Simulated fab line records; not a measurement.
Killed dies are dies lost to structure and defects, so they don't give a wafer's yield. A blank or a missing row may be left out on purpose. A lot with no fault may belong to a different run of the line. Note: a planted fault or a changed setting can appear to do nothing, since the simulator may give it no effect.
What tool caused it?    flow n5 finfet    Sampling: 9 lots, 27 wafers, 7 of 1938 route steps

## WHAT THE GAUGES READ, wafer by wafer
N5_BEOL_M4_RC_MEAS_101. Usual: DIBL_N 36.0 mV/V, standard deviation 1.7; DIBL_P 36.0 mV/V, standard deviation 2; IOFF_N 0.156 nA/um, standard deviation 0.028; IOFF_P 0.21 nA/um, standard deviation 0.04; ION_N 673 uA/um, standard deviation 12; ION_P 463 uA/um, standard deviation 8.3; SS_N 71.4 mV/dec, standard deviation 0.6; SS_P 73.3 mV/dec, standard deviation 0.66; VT_N 250 mV, standard deviation 3; VT_P -250 mV, standard deviation 3.8.
lot   measured      on         DIBL_N (mV/V)   DIBL_P (mV/V)   IOFF_N (nA/um)     IOFF_P (nA/um)  ION_N (uA/um)  ION_P (uA/um)  SS_N (mV/dec)   SS_P (mV/dec)   VT_N (mV)    VT_P (mV)       flag
L509  day 7 21:32   prober-01  35.2 33.2 33.7  35.4 33.1 34.3  0.146 0.118 0.132  0.20 0.16 0.19  668 661 667    470 461 458    71.2 70.4 71.0  73.2 73.0 72.7  252 254 252  -250 -253 -250  
L510  day 8 05:31   prober-01  33.3 35.7 35.2  32.2 35.4 34.4  0.102 0.135 0.136  0.17 0.20 0.20  653 654 666    460 456 459    70.6 72.1 71.4  72.2 73.7 72.7  256 254 254  -253 -251 -249  
L512  day 8 11:33   prober-02  36.9 36.9 34.7  36.3 35.9 34.3  0.167 0.153 0.123  0.18 0.18 0.16  677 660 672    461 448 457    71.3 71.9 70.7  73.6 73.7 72.6  250 255 254  -254 -255 -254  
L513  day 8 13:30   prober-01  36.4 35.6 35.0  39.0 36.4 36.8  0.167 0.153 0.141  0.26 0.22 0.21  684 667 660    469 466 462    72.0 71.8 70.9  73.6 72.4 73.0  249 253 251  -245 -247 -249  
L514  day 8 22:27   prober-01  34.8 37.8 35.3  33.7 38.1 34.2  0.118 0.169 0.136  0.18 0.24 0.18  652 669 672    454 465 463    71.3 72.4 71.1  73.1 73.7 72.9  255 250 250  -252 -246 -252  
L527  day 12 11:52  prober-01  34.1 33.2 32.0  35.3 33.7 32.7  0.130 0.116 0.098  0.16 0.15 0.13  660 672 652    447 451 450    71.4 71.2 70.7  72.9 72.9 72.6  252 251 257  -257 -256 -257  
L528  day 13 01:37  prober-02  34.4 35.9 34.5  34.3 36.0 33.9  0.118 0.145 0.125  0.18 0.21 0.18  667 662 662    462 456 463    70.8 71.1 71.1  72.6 73.1 72.5  256 250 252  -251 -251 -252  
L530  day 13 08:37  prober-02  34.3 34.2 34.4  34.3 33.8 34.6  0.137 0.136 0.143  0.20 0.19 0.21  671 672 675    463 468 472    71.6 70.3 70.9  73.4 72.6 73.2  252 250 249  -247 -249 -245  
L531  day 13 10:40  prober-01  35.1 36.1 35.9  35.2 36.0 36.8  0.132 0.156 0.150  0.16 0.18 0.19  676 674 680    463 461 462    70.9 71.5 71.0  72.4 73.2 72.9  251 250 251  -254 -256 -253  

N5_BEOL_M12_THK_MEAS_50: measures by xrf. Usual: M12_THK 323 nm, standard deviation 5.8.
lot   measured      on             M12_THK (nm)  flag
L509  day 10 17:29  film metro-02  333 328 331   
L510  day 11 04:22  film metro-01  329 321 321   
L512  day 11 04:05  film metro-02  324 316 333   
L513  day 11 04:29  film metro-02  315 329 329   
L514  day 11 23:08  film metro-01  325 322 327   
L527  day 15 14:09  film metro-02  318 314 321   
L528  day 16 01:02  film metro-01  324 326 323   
L530  day 16 15:02  film metro-02  325 324 332   
L531  day 16 04:43  film metro-02  326 322 320   

N5_BEOL_M12_RS_MEAS_54: measures by four-point-probe. Usual: M12_RS 0.0601 ohm/sq, standard deviation 0.0011.
lot   measured      on             M12_RS (ohm/sq)       flag
L509  day 10 17:37  film metro-02  0.0586 0.0591 0.0584  
L510  day 11 04:31  film metro-02  0.0586 0.0604 0.0605  
L512  day 11 04:13  film metro-02  0.0599 0.0611 0.0583  
L513  day 11 04:37  film metro-01  0.0619 0.0588 0.0588  
L514  day 11 23:16  film metro-02  0.0595 0.0601 0.0593  
L527  day 15 14:18  film metro-01  0.0606 0.0618 0.0601  
L528  day 16 01:10  film metro-01  0.0594 0.0593 0.0597  
L530  day 16 15:10  film metro-01  0.0594 0.0598 0.0582  
L531  day 16 04:50  film metro-01  0.0591 0.0596 0.0600  

N5_BEOL_M13_CD_MEAS_10: target cd 190 nm. Usual: cd nm at 190.6 nm, with a standard deviation of 1.5.
lot   measured      on         cd nm (nm)         flag
L509  day 10 18:08  cd sem-03  191.2 192.6 192.4  
L510  day 11 05:02  cd sem-01  58.1 189.0 190.2   OFF
L512  day 11 04:43  cd sem-02  192.5 190.5 191.7  
L513  day 11 05:15  cd sem-03  189.5 188.8 189.7  
L514  day 11 23:55  cd sem-03  63.2 62.1 189.6    OFF
L527  day 15 14:56  cd sem-03  187.4 189.7 188.9  
L528  day 16 01:41  cd sem-01  188.5 190.8 188.3  
L530  day 16 15:48  cd sem-01  190.2 189.3 188.6  
L531  day 16 05:22  cd sem-02  191.1 191.2 189.7  

N5_BEOL_M13_CD_MEAS_17: target cd 190 nm. Usual: cd nm at 191.0 nm, with a standard deviation of 1.7.
lot   measured      on         cd nm (nm)         flag
L509  day 10 18:45  cd sem-01  191.1 193.8 191.3  
L510  day 11 05:38  cd sem-02  57.8 188.6 191.5   OFF
L512  day 11 05:20  cd sem-02  194.3 190.1 193.3  
L513  day 11 05:57  cd sem-01  189.7 189.7 188.5  
L514  day 12 00:32  cd sem-02  62.3 61.2 191.1    OFF
L527  day 15 15:34  cd sem-03  188.5 190.2 189.7  
L528  day 16 02:18  cd sem-01  189.0 191.9 188.7  
L530  day 16 16:46  cd sem-03  190.2 189.8 188.4  
L531  day 16 06:15  cd sem-01  190.3 191.9 190.3  

## EACH LOT AND THE TOOL THAT RAN IT (in order: tool; ch and the chambers of the sampled wafers; start)
lot   N5_BEOL_M12_STRIP_37                  N5_BEOL_M13_EXPOSE_07
L509  plasma asher-01 ch 0,1, day 10 12:32  krf scanner-02 ch 0, day 10 17:58
L510  plasma asher-02 ch 0,1, day 11 02:26  krf scanner-02 ch 0, day 11 04:52
L512  plasma asher-02 ch 0,1, day 11 01:10  krf scanner-02 ch 0, day 11 04:34
L513  plasma asher-02 ch 0,1, day 11 02:40  krf scanner-01 ch 0, day 11 05:05
L514  plasma asher-02 ch 0,1, day 11 21:37  krf scanner-02 ch 0, day 11 23:44
L527  plasma asher-02 ch 0, day 15 10:42    krf scanner-02 ch 0, day 15 14:46
L528  plasma asher-02 ch 0,1, day 15 21:54  krf scanner-02 ch 0, day 16 01:31
L530  plasma asher-02 ch 0,1, day 16 08:20  krf scanner-02 ch 0, day 16 15:38
L531  plasma asher-01 ch 0,1, day 16 01:52  krf scanner-02 ch 0, day 16 05:11
- N5_BEOL_M12_STRIP_37: strips in N2/H2.
- N5_BEOL_M13_EXPOSE_07: exposes mask V12.

## WHAT THE TOOLS THEMSELVES READ (means of the sampled wafers that have a number; where no wafer has one, the mark that the record gives instead)
N5_BEOL_M12_STRIP_37. Usual: drypump motor current A 5.7 A, standard deviation 0.4; h2 flow sccm 3250 sccm, standard deviation 9.2; heater power w 329 W, standard deviation 26; oes product au 0.790 a.u., standard deviation 0.0094.
lot   tool             drypump motor current A (A)  h2 flow sccm (sccm)  heater power w (W)  oes product au (a.u.)  flag
L509  plasma asher-01  6.1                          3259                 330                 0.790                  
L510  plasma asher-02  5.4                          3246                 341                 0.797                  
L512  plasma asher-02  5.3                          3259                 323                 0.794                  
L513  plasma asher-02  5.4                          3252                 345                 0.784                  
L514  plasma asher-02  5.3                          3246                 328                 0.786                  
L527  plasma asher-02  5.3                          3251                 308                 0.790                  
L528  plasma asher-02  5.3                          3255                 331                 0.786                  
L530  plasma asher-02  5.4                          3244                 324                 0.794                  
L531  plasma asher-01  6.2                          3243                 313                 0.798                  

## THE ANSWER, worked out from the rows above alone
Rule: a lot is off if the mean of its wafers that have a number lies more than 3 standard deviations from the usual mean. A lot without any number at a reading at which 4 lots or more have one is off too. Any other lot the step has rows for is counted as sound. Order of review: gauges by route order, followed by the tools' own readings, for which a lot's mean as printed above is used. The first step at which some lot is off is used, and at that step the reading that is off furthest; a lot without a number counts as furthest.
Off at N5_BEOL_M13_CD_MEAS_10 (cd nm): L510, L514.
A tool fits if, at a process step before that reading, it ran every lot that is off, and no sound lot after the first of them. The gauges at N5_BEOL_M13_CD_MEAS_10 aren't tried: what is off there is off at N5_BEOL_M13_CD_MEAS_17 too, on other tools, and a gauge's error can't cause that. Of those tried, none fits.

## WHAT THE SIMULATOR PUT IN
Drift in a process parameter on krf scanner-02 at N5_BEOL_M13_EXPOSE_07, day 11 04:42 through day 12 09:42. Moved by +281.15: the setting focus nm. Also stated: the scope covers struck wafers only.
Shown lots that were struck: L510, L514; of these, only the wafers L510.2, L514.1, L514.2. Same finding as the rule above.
